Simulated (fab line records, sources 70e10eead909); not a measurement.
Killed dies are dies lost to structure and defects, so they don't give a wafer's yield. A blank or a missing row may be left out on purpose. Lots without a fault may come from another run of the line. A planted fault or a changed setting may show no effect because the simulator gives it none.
Chamber matching | flow nand_harc | NHARC_P_M1_PRE_CLEAN_32 on pecvd-01: 3 sister chambers
The step time 12 s. 14 wafers are shown with their chamber, then 7 later ones without.

WAFERS WITH THEIR CHAMBER
wafer  | chamber | heater_power_w (W)
L077.4 | 2       | 546
L077.5 | 1       | 677
L077.6 | 0       | 572
L078.1 | 2       | 551
L078.2 | 0       | 644
L078.6 | 2       | 560
L079.2 | 1       | 728
L079.4 | 0       | 563
L079.6 | 1       | 694
L080.1 | 2       | 577
L080.2 | 0       | 660
L080.6 | 0       | 662
L081.2 | 0       | 622
L081.3 | 1       | 701

SIGNATURES (means of the wafers above)
reading        | chamber 0 | chamber 1 | chamber 2 | scatter within a chamber
heater_power_w | 620.50    | 700.00    | 558.50    | 32.2
Rule: a wafer's distance from a chamber is the root of the sum, over the readings, of the square of ((its reading less the chamber's mean) divided by the reading's scatter). The wafer belongs to the nearest chamber; if the next one is less than 2 further off, it can't be placed. The scatter: the root of (the sum of the squares of (reading less its chamber's mean) over the shown wafers, divided by (wafers less chambers)).

WAFERS WITHOUT THEIR CHAMBER
wafer  | heater_power_w (W)
L081.5 | 627
L082.1 | 660
L082.3 | 727
L082.6 | 529
L087.4 | 652
L087.5 | 641
L087.6 | 511

WHICH CHAMBER EACH WENT THROUGH
wafer  | from the rows above          | in truth
L081.5 | can't be placed: 0 or 2      | 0
L082.1 | can't be placed: 0 or 1 or 2 | 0
L082.3 | 1                            | 1
L082.6 | can't be placed: 2 or 0      | 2
L087.4 | can't be placed: 0 or 1 or 2 | 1
L087.5 | can't be placed: 0 or 1 or 2 | 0
L087.6 | can't be placed: 2 or 0      | 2
Placed correctly: 1 of 7. Can't be placed from these rows: 6 (the true chamber is among the candidates in 6). Placed wrongly: 0.
